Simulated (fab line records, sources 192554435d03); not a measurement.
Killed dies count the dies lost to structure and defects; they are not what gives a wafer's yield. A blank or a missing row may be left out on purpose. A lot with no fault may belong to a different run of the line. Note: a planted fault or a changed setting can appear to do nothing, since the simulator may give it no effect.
Chamber matching | flow n5_finfet | N5_BEOL_M7_ETCH_72 on rie_diel-05: 4 sister chambers
The step etches underlayer in N2/H2, target depth 6.5 nm, time 5.2 s. 8 wafers are shown with their chamber, then 7 later ones without.

== WAFERS, EACH WITH ITS CHAMBER ==
wafer  | chamber | showerhead_plenum_p_Torr (Torr) | drypump_motor_current_A (A)
L078.1 | 1       | 2.62                            | 6.3
L082.1 | 1       | 2.62                            | 6.4
L082.6 | 0       | 2.56                            | 6.1
L084.2 | 3       | 2.43                            | 6.1
L084.5 | 3       | 2.43                            | 6.1
L084.6 | 2       | 2.64                            | 5.3
L087.1 | 2       | 2.64                            | 5.3
L087.3 | 0       | 2.55                            | 6.1

== WAFERS MISSING THEIR CHAMBER ==
wafer  | showerhead_plenum_p_Torr (Torr) | drypump_motor_current_A (A)
L087.5 | 2.55                            | 6.1
L088.1 | 2.55                            | 6.1
L088.2 | 2.43                            | 6.1
L088.4 | 2.64                            | 5.3
L097.1 | 2.61                            | 6.3
L097.3 | 2.54                            | 6.1
L097.5 | 2.42                            | 6.1

== THE CHAMBER EACH PASSED THROUGH ==
wafer  | from the rows above | in truth
L087.5 | 0                   | 0
L088.1 | 0                   | 0
L088.2 | 3                   | 3
L088.4 | 2                   | 2
L097.1 | 1                   | 1
L097.3 | 0                   | 0
L097.5 | 3                   | 3
7 of 7 placed correctly. From these rows, 0 cannot be placed. 0 placed wrongly.
How it was worked out, from the rows above alone: a wafer's distance from a chamber is the root of the sum, over the readings, of the square of ((its reading less the chamber's mean) divided by the reading's scatter). If the next closest chamber is less than 2 further off than the closest, the wafer can't be placed; otherwise it belongs to the closest. Each chamber's mean is taken over the wafers shown for it. The scatter is the square root of a quotient: the sum, over the shown wafers, of each reading's squared deviation from its chamber's mean, divided by wafers minus chambers.
